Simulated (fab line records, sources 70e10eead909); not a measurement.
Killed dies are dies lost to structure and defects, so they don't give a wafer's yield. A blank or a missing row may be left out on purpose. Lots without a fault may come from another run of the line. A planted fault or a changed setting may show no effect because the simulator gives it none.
Chamber matching | flow nand_harc | NHARC_A_SGD_CUT_ETCHBACK_24 on rie_diel-08: 4 sister chambers
The step etches the open film in CH3F/O2, target depth 50 nm, time 92.857 s. 24 wafers are shown with their chamber, then 12 later ones without.

WAFERS WITH THEIR CHAMBER
wafer  | chamber | showerhead_plenum_p_Torr (Torr) | drypump_motor_current_A (A) | rf_vpp_V (V)
L076.3 | 2       | 2.41                            | 5.6                         | 244.0
L076.5 | 0       | 2.33                            | 6.4                         | 242.1
L076.6 | 1       | 2.33                            | 6.8                         | 243.3
L077.1 | 0       | 2.33                            | 6.3                         | 242.9
L077.2 | 3       | 2.60                            | 5.6                         | 247.9
L077.3 | 1       | 2.33                            | 6.7                         | 242.2
L078.1 | 2       | 2.41                            | 5.6                         | 243.4
L078.4 | 3       | 2.60                            | 5.6                         | 246.8
L078.5 | 3       | 2.60                            | 5.6                         | 246.2
L079.4 | 1       | 2.33                            | 6.7                         | 242.5
L079.5 | 3       | 2.60                            | 5.6                         | 245.6
L079.6 | 0       | 2.33                            | 6.3                         | 242.1
L083.2 | 1       | 2.33                            | 6.7                         | 242.8
L083.4 | 2       | 2.41                            | 5.6                         | 245.3
L083.5 | 1       | 2.33                            | 6.7                         | 242.0
L087.2 | 3       | 2.59                            | 5.6                         | 247.1
L087.3 | 0       | 2.33                            | 6.3                         | 242.8
L087.4 | 1       | 2.33                            | 6.7                         | 243.6
L090.2 | 1       | 2.33                            | 6.8                         | 244.2
L090.3 | 0       | 2.33                            | 6.3                         | 242.9
L090.6 | 2       | 2.41                            | 5.6                         | 244.5
L092.1 | 2       | 2.40                            | 5.6                         | 243.1
L092.5 | 2       | 2.40                            | 5.6                         | 244.0
L092.6 | 1       | 2.33                            | 6.8                         | 244.3

SIGNATURES (means of the wafers above)
reading                  | chamber 0 | chamber 1 | chamber 2 | chamber 3 | scatter within a chamber
showerhead_plenum_p_Torr | 2.3300    | 2.3300    | 2.4067    | 2.5980    | 0.00327
drypump_motor_current_A  | 6.320     | 6.737     | 5.600     | 5.600     | 0.0366
rf_vpp_V                 | 242.560   | 243.113   | 244.050   | 246.720   | 0.784
Rule: a wafer's distance from a chamber is the root of the sum, over the readings, of the square of ((its reading less the chamber's mean) divided by the reading's scatter). The wafer belongs to the nearest chamber; if the next one is less than 2 further off, it can't be placed. The scatter: the root of (the sum of the squares of (reading less its chamber's mean) over the shown wafers, divided by (wafers less chambers)).

WAFERS WITHOUT THEIR CHAMBER
wafer  | showerhead_plenum_p_Torr (Torr) | drypump_motor_current_A (A) | rf_vpp_V (V)
L093.1 | 2.40                            | 5.6                         | 243.9
L093.3 | 2.59                            | 5.6                         | 247.0
L093.5 | 2.33                            | 6.4                         | 243.6
L094.3 | 2.33                            | 6.8                         | 242.4
L094.4 | 2.33                            | 6.3                         | 242.3
L094.5 | 2.59                            | 5.6                         | 247.1
L096.3 | 2.59                            | 5.6                         | 246.8
L096.4 | 2.33                            | 6.8                         | 242.2
L096.5 | 2.59                            | 5.6                         | 247.1
L097.1 | 2.40                            | 5.6                         | 245.2
L097.4 | 2.59                            | 5.6                         | 245.6
L097.5 | 2.59                            | 5.6                         | 246.2

WHICH CHAMBER EACH WENT THROUGH
wafer  | from the rows above | in truth
L093.1 | 2                   | 2
L093.3 | 3                   | 3
L093.5 | 0                   | 0
L094.3 | 1                   | 1
L094.4 | 0                   | 0
L094.5 | 3                   | 3
L096.3 | 3                   | 3
L096.4 | 1                   | 1
L096.5 | 3                   | 3
L097.1 | 2                   | 2
L097.4 | 3                   | 3
L097.5 | 3                   | 3
Placed correctly: 12 of 12. Can't be placed from these rows: 0. Placed wrongly: 0.
